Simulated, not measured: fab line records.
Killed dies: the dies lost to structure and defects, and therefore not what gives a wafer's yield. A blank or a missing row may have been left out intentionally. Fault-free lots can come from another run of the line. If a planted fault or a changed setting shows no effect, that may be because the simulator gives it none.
One fault seen from 3 desks	flow n5-finfet	numbers are kept per desk, each desk with only its own; the story behind them comes last

== DESK OF THE TOOL OWNER: pvd-sputter-01 ==
The tool's own readings at N5_MIM_TOP_SPUTTER_03 (material TiN, target thk 35 nm, time 89.7 s): means of the sampled wafers that have a number, for each lot that ran on this tool. If a lot's mean is further than 4 standard deviations from the usual mean, the lot is out of limits and carries the mark OUT (the distance appears in the brackets).
Columns: A = throttle-valve-pct at N5_MIM_TOP_SPUTTER_03, usual 30.0 %
lot	first seen here	A
L623	day 12 11:01	30.1
L627	day 13 06:51	30.6
L628	day 14 02:35	31.5
L641	day 16 22:44	30.3
This desk found nothing out of limits on any of the 4 lots.

== METROLOGY DESK ==
What the gauges read, lot by lot, whatever tool the lot ran on: means of the sampled wafers that have a number. If a lot's mean is further than 4 standard deviations from the usual mean, the lot is out of limits and carries the mark OUT (the distance appears in the brackets). Of its 24 readings 7 are shown: those that lie furthest out on some lot.
Columns: A = COMB_M12 at N5_BEOL_M15_RC_MEAS_101, usual 5.9e-12 S/m; B = COMB_M13 at N5_BEOL_M15_RC_MEAS_101, usual 4.6e-12 S/m; C = COMB_M14 at N5_BEOL_M15_RC_MEAS_101, usual 3.4e-12 S/m; D = COMB_M14_max_site at N5_BEOL_M15_RC_MEAS_101, usual 5e-12 S/m; E = COMB_M15 at N5_BEOL_M15_RC_MEAS_101, usual 2.1e-12 S/m; F = COMB_M7 at N5_BEOL_M15_RC_MEAS_101, usual 2.5e-11 S/m; G = SERP_M10 at N5_BEOL_M15_RC_MEAS_101, usual 3.04 ohm/um
lot	first seen here	A	B	C	D	E	F	G
L623	day 12 07:20	6.7e-12	4.1e-12	3.1e-12	5e-12	1.6e-12	2.7e-11	3.03
L625	day 12 20:08	4.8e-12	4.6e-12	2.8e-12	5e-12	1.6e-12	2.2e-11	3.08
L627	day 13 04:25	6.5e-12	4.5e-12	4.6e-12	7e-12	2.2e-12	2.8e-11	3.04
L628	day 13 23:40	5.7e-12	6.4e-12	4.1e-12	6e-12	2.6e-12	3.2e-11	3.17
L641	day 16 16:59	5.9e-12	4.1e-12	3.5e-12	5e-12	1.4e-12	2.5e-11	2.96
L645	day 17 10:45	7.8e-12	5.0e-12	3.3e-12	5e-12	3.3e-12	2.5e-11	3.00
This desk found nothing out of limits on any of the 6 lots.

== THE DEFECT DESK ==
Lot by lot, what the route's inspections counted, given as the mean of those sampled wafers with a number. If a lot's mean is further than 4 standard deviations from the usual mean, the lot is out of limits and carries the mark OUT (the distance appears in the brackets).
Columns: A = raw-defect-count at N5_BEOL_M15_INSPECT_55, usual 73
lot	first seen here	A
L623	day 12 07:22	61
L625	day 12 20:09	67
L627	day 13 04:26	72
L628	day 13 23:42	116
L641	day 16 17:01	50
L645	day 17 10:47	108
This desk found nothing out of limits on any of the 6 lots.

== PUT TOGETHER ==
The tool owner's desk saw nothing out of limits.
The metrology desk saw nothing out of limits.
Nothing out of limits was seen by the defect desk.

== WHAT WAS PUT IN BY THE SIMULATOR ==
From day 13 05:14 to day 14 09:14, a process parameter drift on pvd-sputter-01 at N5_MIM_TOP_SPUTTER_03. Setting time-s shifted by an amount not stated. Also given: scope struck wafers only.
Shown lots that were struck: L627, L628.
